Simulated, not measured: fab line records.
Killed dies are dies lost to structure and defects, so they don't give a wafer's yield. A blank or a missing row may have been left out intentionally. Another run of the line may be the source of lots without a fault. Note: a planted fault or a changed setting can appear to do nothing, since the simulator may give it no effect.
Chamber matching	flow nand harc	NHARC_A_CHANNEL_FILL_D2_ALD_25 on ald hk-04: 4 sister chambers
The step deposits SiOx, target thk 60 nm, pulse time 10 s, ald cycles 600. 8 wafers are shown with their chamber, then 10 later ones without.

## EACH WAFER AND ITS CHAMBER
wafer	chamber	heater power w (W)	precursor pulse height rel
L076.2	2	394	0.987
L081.3	2	385	1.005
L083.5	0	495	0.973
L087.5	3	484	1.014
L090.2	0	470	1.003
L090.6	1	425	0.979
L092.1	1	415	1.006
L092.2	3	488	1.014

## WAFERS MISSING THEIR CHAMBER
wafer	heater power w (W)	precursor pulse height rel
L092.4	479	0.983
L094.1	477	0.996
L094.2	418	1.020
L094.5	432	0.968
L094.6	478	0.981
L094.3	383	0.999
L094.4	502	0.984
L097.2	490	0.986
L097.4	380	1.004
L097.6	403	0.990

## CHAMBER TAKEN BY EACH
wafer	from the rows above	in truth
L092.4	can't be placed: 0 or 3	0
L094.1	can't be placed: 0 or 3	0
L094.2	can't be placed: 1 or 2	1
L094.5	1	1
L094.6	can't be placed: 0 or 3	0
L094.3	2	2
L094.4	can't be placed: 0 or 3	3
L097.2	can't be placed: 0 or 3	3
L097.4	2	2
L097.6	can't be placed: 2 or 1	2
Correctly placed: 3 of 10. These rows do not allow placing 7 (true chamber among the candidates in 7). Placed wrongly: 0.
How it was worked out, from the rows above alone: a wafer's distance from a chamber is the root of the sum, over the readings, of the square of ((its reading less the chamber's mean) divided by the reading's scatter). The wafer belongs to the nearest chamber; if the next one is less than 2 further off, it can't be placed. Each chamber's mean is taken over the wafers shown for it. The scatter is the square root of a quotient: the sum, over the shown wafers, of each reading's squared deviation from its chamber's mean, divided by wafers minus chambers.
